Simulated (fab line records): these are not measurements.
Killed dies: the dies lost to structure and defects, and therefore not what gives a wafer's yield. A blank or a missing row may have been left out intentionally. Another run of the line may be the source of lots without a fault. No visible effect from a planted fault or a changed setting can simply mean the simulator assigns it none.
Split-lot experiment	flow n5Finfet	7 lots, 21 wafers read, on a route of 1938 steps

== SPLIT DETAILS ==
At N5_BEOL_M12_SPUTTER_44 (material Ta, target thk 10 nm, time 16.13 s), the setting powerW was moved away from the recipe's 15000 W on 5 of the 21 wafers read, by -8.9% to +16.3%. The other wafers ran this setting at the recipe's value.

The split's own step is where the reading is taken.

== THE READING ==
Ta_of_BEOL_M12_SPUTTER_44.thkNm (the simulator's own value, which no gauge read), in nm, at N5_BEOL_M12_SPUTTER_44 (material Ta, target thk 10 nm, time 16.13 s). No usual value for it is given in the file. Across the 16 wafers here that went through the recipe, the average is 10.1 nm and the standard deviation 0.18 nm.

wafer	tool, chamber at the split	powerW as run, W	against the recipe	Ta_of_BEOL_M12_SPUTTER_44.thkNm, nm	against lot-mates on the recipe
L076.3	pvdSputter-01, -	17020	+13.5%	11.2	+1.4
L076.5	pvdSputter-01, -	15000	recipe	9.8	-
L076.6	pvdSputter-01, -	15000	recipe	9.8	-
L079.2	pvdSputter-03, -	15000	recipe	10.2	-
L079.6	pvdSputter-03, -	15000	recipe	10.2	-
L079.5	pvdSputter-03, -	15000	recipe	10	-
L078.1	pvdSputter-01, -	15000	recipe	9.8	-
L078.3	pvdSputter-01, -	15000	recipe	10	-
L078.6	pvdSputter-01, -	17440	+16.3%	11.4	+1.5
L080.1	pvdSputter-03, -	15000	recipe	10.2	-
L080.3	pvdSputter-03, -	15000	recipe	10.4	-
L080.4	pvdSputter-03, -	13670	-8.9%	9.2	-1.1
L083.3	pvdSputter-03, -	15000	recipe	9.8	-
L083.4	pvdSputter-03, -	15000	recipe	10	-
L083.6	pvdSputter-03, -	15000	recipe	10	-
L085.3	pvdSputter-02, -	15000	recipe	10.2	-
L085.5	pvdSputter-02, -	15000	recipe	10.2	-
L085.6	pvdSputter-02, -	15000	recipe	10.2	-
L087.2	pvdSputter-03, -	13960	-6.9%	9.4	-0.6
L087.4	pvdSputter-03, -	15000	recipe	10	-
L087.5	pvdSputter-03, -	13960	-6.9%	9.2	-0.8

FIT RESULTS
A straight line over all 21 wafers: Ta_of_BEOL_M12_SPUTTER_44.thkNm changes by +0.0895 nm for each +1% of powerW; r = +0.95; the points scatter about the line by 0.17 nm.
The same after taking each lot's own level away (the mean of its wafers on the recipe; 21 wafers): +0.101 nm for each +1%; r = +0.99; scatter 0.095 nm.
Per that fit: largest powerW move, reading shift of 1.6 nm.
Measured against the standard deviation above, the lots' own levels, which go from 9.80 to 10.30 nm, span 2.8 times it.
So the slope is not independent of the lot-to-lot level: the two fits are not the same.
Check: +1.74 nm against its lot-mates is what the line predicts for one of the wafers moved furthest among these (+16.3%) when that wafer is left out of the fit. It came out at +1.5 nm against them.

== FILE'S OWN FIT ==
Ta_of_BEOL_M12_SPUTTER_44.thkNm changes by +0.101 nm for each +1% of powerW, r = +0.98.
